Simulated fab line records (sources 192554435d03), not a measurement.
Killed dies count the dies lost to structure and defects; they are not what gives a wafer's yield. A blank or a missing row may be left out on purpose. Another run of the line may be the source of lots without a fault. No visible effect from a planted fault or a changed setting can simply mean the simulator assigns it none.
Chamber matching | flow n5Finfet | N5_SD_EPI_N_ETCH_45 on rieDiel-06 has 4 sister chambers
The step etches SiOCN in CH3F/O2, target depth 6 nm. 4 wafers are shown with their chamber, then 9 later ones without.

== WAFERS, EACH WITH ITS CHAMBER ==
wafer  | chamber | throttleValvePct (%)
L084.2 | 1       | 23.2
L085.4 | 3       | 23.2
L088.1 | 2       | 23.3
L088.5 | 0       | 23.6

== WAFERS WITH NO CHAMBER GIVEN ==
wafer  | throttleValvePct (%)
L091.1 | 23.2
L091.3 | 23.7
L091.6 | 23.2
L093.3 | 23.7
L093.4 | 23.2
L093.5 | 23.2
L095.1 | 23.2
L095.2 | 23.0
L095.5 | 23.2

== WHICH CHAMBER EACH WENT THROUGH ==
wafer  | from the rows above          | in truth
L091.1 | can't be placed: 1 or 3 or 2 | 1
L091.3 | 0                            | 0
L091.6 | can't be placed: 1 or 3 or 2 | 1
L093.3 | 0                            | 0
L093.4 | can't be placed: 1 or 3 or 2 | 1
L093.5 | can't be placed: 1 or 3 or 2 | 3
L095.1 | can't be placed: 1 or 3 or 2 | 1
L095.2 | can't be placed: 1 or 3 or 2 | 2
L095.5 | can't be placed: 1 or 3 or 2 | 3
Placed correctly: 2 of 9. Not placeable from these rows: 7 (in 7, the candidates include the true chamber). 0 placed wrongly.
How it was worked out, from the rows above alone: a wafer's distance from a chamber is the root of the sum, over the readings, of the square of ((its reading less the chamber's mean) divided by the reading's scatter). If the next closest chamber is less than 2 further off than the closest, the wafer can't be placed; otherwise it belongs to the closest. A chamber's mean is the mean of its shown wafers. The scatter: with one shown wafer a chamber, the root of the mean of the squares of how far each hidden wafer lies from its nearest shown one.
